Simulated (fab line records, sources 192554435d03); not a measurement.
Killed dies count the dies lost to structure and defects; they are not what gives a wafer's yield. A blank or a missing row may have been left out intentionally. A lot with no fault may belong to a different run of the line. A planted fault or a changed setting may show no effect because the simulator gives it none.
Chamber matching :: flow n5 finfet :: N5_MOL_CONTACT_COAG_STRIP_72 on rie diel-01 has 4 sister chambers
The step strips in N2/H2. 14 wafers are shown with their chamber, then 7 later ones without.

WAFERS WITH THEIR CHAMBER
wafer: L075.2
chamber: 3
showerhead plenum p Torr (Torr): 2.48
drypump motor current A (A): 5.26
throttle valve pct (%): 23.02

wafer: L075.3
chamber: 0
showerhead plenum p Torr (Torr): 2.63
drypump motor current A (A): 5.36
throttle valve pct (%): 23.75

wafer: L075.5
chamber: 2
showerhead plenum p Torr (Torr): 2.42
drypump motor current A (A): 5.75
throttle valve pct (%): 23.54

wafer: L076.3
chamber: 2
showerhead plenum p Torr (Torr): 2.42
drypump motor current A (A): 5.78
throttle valve pct (%): 23.47

wafer: L076.4
chamber: 0
showerhead plenum p Torr (Torr): 2.63
drypump motor current A (A): 5.35
throttle valve pct (%): 23.78

wafer: L076.5
chamber: 2
showerhead plenum p Torr (Torr): 2.42
drypump motor current A (A): 5.79
throttle valve pct (%): 23.50

wafer: L080.3
chamber: 2
showerhead plenum p Torr (Torr): 2.41
drypump motor current A (A): 5.79
throttle valve pct (%): 23.56

wafer: L080.4
chamber: 2
showerhead plenum p Torr (Torr): 2.41
drypump motor current A (A): 5.78
throttle valve pct (%): 23.58

wafer: L080.5
chamber: 1
showerhead plenum p Torr (Torr): 2.40
drypump motor current A (A): 5.65
throttle valve pct (%): 23.44

wafer: L083.1
chamber: 0
showerhead plenum p Torr (Torr): 2.63
drypump motor current A (A): 5.36
throttle valve pct (%): 23.78

wafer: L083.4
chamber: 1
showerhead plenum p Torr (Torr): 2.40
drypump motor current A (A): 5.65
throttle valve pct (%): 23.37

wafer: L083.5
chamber: 3
showerhead plenum p Torr (Torr): 2.48
drypump motor current A (A): 5.23
throttle valve pct (%): 23.05

wafer: L095.3
chamber: 1
showerhead plenum p Torr (Torr): 2.39
drypump motor current A (A): 5.64
throttle valve pct (%): 23.49

wafer: L095.4
chamber: 3
showerhead plenum p Torr (Torr): 2.47
drypump motor current A (A): 5.28
throttle valve pct (%): 23.09

SIGNATURES (averages over the wafers above)
reading: showerhead plenum p Torr
chamber 0: 2.6300
chamber 1: 2.3967
chamber 2: 2.4160
chamber 3: 2.4767
scatter within a chamber: 0.00503

reading: drypump motor current A
chamber 0: 5.3567
chamber 1: 5.6467
chamber 2: 5.7780
chamber 3: 5.2567
scatter within a chamber: 0.0157

reading: throttle valve pct
chamber 0: 23.7700
chamber 1: 23.4333
chamber 2: 23.5300
chamber 3: 23.0533
scatter within a chamber: 0.0428
Rule: for a wafer and a chamber, the distance is found by dividing, reading by reading, the gap between the wafer's reading and the chamber's mean by the reading's scatter, squaring, summing and taking the root. If the next closest chamber is less than 2 further off than the closest, the wafer can't be placed; otherwise it belongs to the closest. How the scatter is found: for the shown wafers, subtract from each reading the mean of its chamber, square and add these, divide the total by (wafers less chambers), then take the root.

WAFERS WITH NO CHAMBER GIVEN
wafer: L095.5
showerhead plenum p Torr (Torr): 2.39
drypump motor current A (A): 5.63
throttle valve pct (%): 23.48

wafer: L096.2
showerhead plenum p Torr (Torr): 2.46
drypump motor current A (A): 5.28
throttle valve pct (%): 23.08

wafer: L096.3
showerhead plenum p Torr (Torr): 2.61
drypump motor current A (A): 5.31
throttle valve pct (%): 23.81

wafer: L096.5
showerhead plenum p Torr (Torr): 2.61
drypump motor current A (A): 5.32
throttle valve pct (%): 23.84

wafer: L097.2
showerhead plenum p Torr (Torr): 2.61
drypump motor current A (A): 5.31
throttle valve pct (%): 23.85

wafer: L097.4
showerhead plenum p Torr (Torr): 2.39
drypump motor current A (A): 5.62
throttle valve pct (%): 23.46

wafer: L097.6
showerhead plenum p Torr (Torr): 2.39
drypump motor current A (A): 5.63
throttle valve pct (%): 23.45

WHICH CHAMBER EACH ONE RAN IN
wafer: L095.5
from the rows above: 1
in truth: 1

wafer: L096.2
from the rows above: 3
in truth: 3

wafer: L096.3
from the rows above: 0
in truth: 0

wafer: L096.5
from the rows above: 0
in truth: 0

wafer: L097.2
from the rows above: 0
in truth: 0

wafer: L097.4
from the rows above: 1
in truth: 1

wafer: L097.6
from the rows above: 1
in truth: 1
Placed correctly: 7 of 7. Can't be placed from these rows: 0. Number placed wrongly: 0.
